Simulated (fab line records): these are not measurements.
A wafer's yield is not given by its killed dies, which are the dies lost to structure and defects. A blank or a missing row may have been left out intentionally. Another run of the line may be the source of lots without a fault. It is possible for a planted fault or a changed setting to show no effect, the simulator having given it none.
A struck lot beside a sound one | flow nandHarc | 15 out of 1302 route steps
Sound: wafers L132.1, L132.3, L132.5. Struck: wafer L143.3; the same lot's L143.4 was not struck, so it is left out; see the end for the cause.
Per side, at each step with rows, come the tool, then ch with its chambers, and then its first start. Under that, the readings that differ: sound wafers | struck wafers | difference of the means | sigmas: that difference in standard deviations of wafers without a fault.
alike: same words and numbers on both sides, and readings whose means sit less than 2 such deviations apart. not compared: any withheld reading, any reading some wafer has no value for, any bound like >300 that may hide the same value, and any number with overlapping values for which the record gives no deviation.
A row with sigmas, a row that says differs or no value, or rows on one side alone: a step with any of these is where the two part. When numbers do not overlap yet have no deviation, they are printed without sigmas and do not part them. A reading that every wafer of one side lacks parts them only if that side has two wafers or more.

first, 1 step without rows for these wafers: NHARC_A_ONON_D1_DEP_12 (target thk 1000 nm).
NHARC_A_ONON_D1_THK_MEAS_14: measures by ellipsometry.
  struck on filmMetro-02, day 13 00:26; sound on filmMetro-01, day 8 01:34
  alike: thkNm
then, 2 steps without rows for these wafers: NHARC_A_ONON_D1_ANNEAL_15 (time 3600 s); NHARC_A_ONON_D1_DEP_16 (target thk 1000 nm).
NHARC_A_ONON_D1_THK_MEAS_18: measures by ellipsometry.
  struck on filmMetro-01, day 13 12:17; sound on filmMetro-02, day 8 09:41
reading    | sound       | struck | difference | sigmas
thkNm (nm) | 983 983 983 | 1014   | +31        | +3
then, no rows for these wafers at 1 step: NHARC_A_ONON_D1_DEP_19 (target thk 1000 nm).
NHARC_A_ONON_D1_THK_MEAS_21: measures by ellipsometry.
  struck on filmMetro-01, day 13 12:51; sound on filmMetro-02, day 8 10:15
  alike: thkNm
then, no rows for these wafers at 1 step: NHARC_A_ONON_D1_DEP_22 (target thk 1000 nm).
NHARC_A_ONON_D1_THK_MEAS_24: measures by ellipsometry.
  struck on filmMetro-01, day 13 13:25; sound on filmMetro-02, day 8 10:49
  alike: thkNm
then, no rows for these wafers at 1 step: NHARC_A_ONON_D1_DEP_25 (target thk 1000 nm).
NHARC_A_ONON_D1_THK_MEAS_27: measures by ellipsometry.
  struck on filmMetro-01, day 13 13:59; sound on filmMetro-01, day 8 11:23
  alike: thkNm
NHARC_A_ONON_D1_DEP_28: target thk 1000 nm.
  sound on pecvdOnon-04 ch 0, day 8 11:26; struck on pecvdOnon-03 ch 0, day 13 14:09
NHARC_A_ONON_D1_THK_MEAS_30: measures by ellipsometry.
  struck on filmMetro-01, day 13 14:33; sound on filmMetro-01, day 8 11:57
reading    | sound          | struck | difference | sigmas
thkNm (nm) | 1010 1012 1012 | 1558   | +547       | +55
NHARC_A_ONON_D1_DEP_33: deposits SiO2, target thk 200 nm.
  sound on pecvd-01 ch 1,2, day 8 12:09; struck on pecvd-01 ch 2, day 13 14:36
reading          | sound       | struck | difference | sigmas
heaterPowerW (W) | 738 453 462 | 753    | +202       | +2
  alike: throttleValvePct
-- the record jumps here: 16 days lie between the struck wafers' starts before and after (it left off in module A_ONON_D1 and takes up again in module END, whose first step shown is number 1302 of the route) --
NHARC_END_SORT_01:
  only the struck wafers appear in the record here, on prober-02 ch 0 at day 29 19:09; the sound ones have no rows

## WHERE THEY PART
Last at NHARC_END_SORT_01 as far as this record goes, first at NHARC_A_ONON_D1_THK_MEAS_18.

WHY: whatever the simulator had introduced
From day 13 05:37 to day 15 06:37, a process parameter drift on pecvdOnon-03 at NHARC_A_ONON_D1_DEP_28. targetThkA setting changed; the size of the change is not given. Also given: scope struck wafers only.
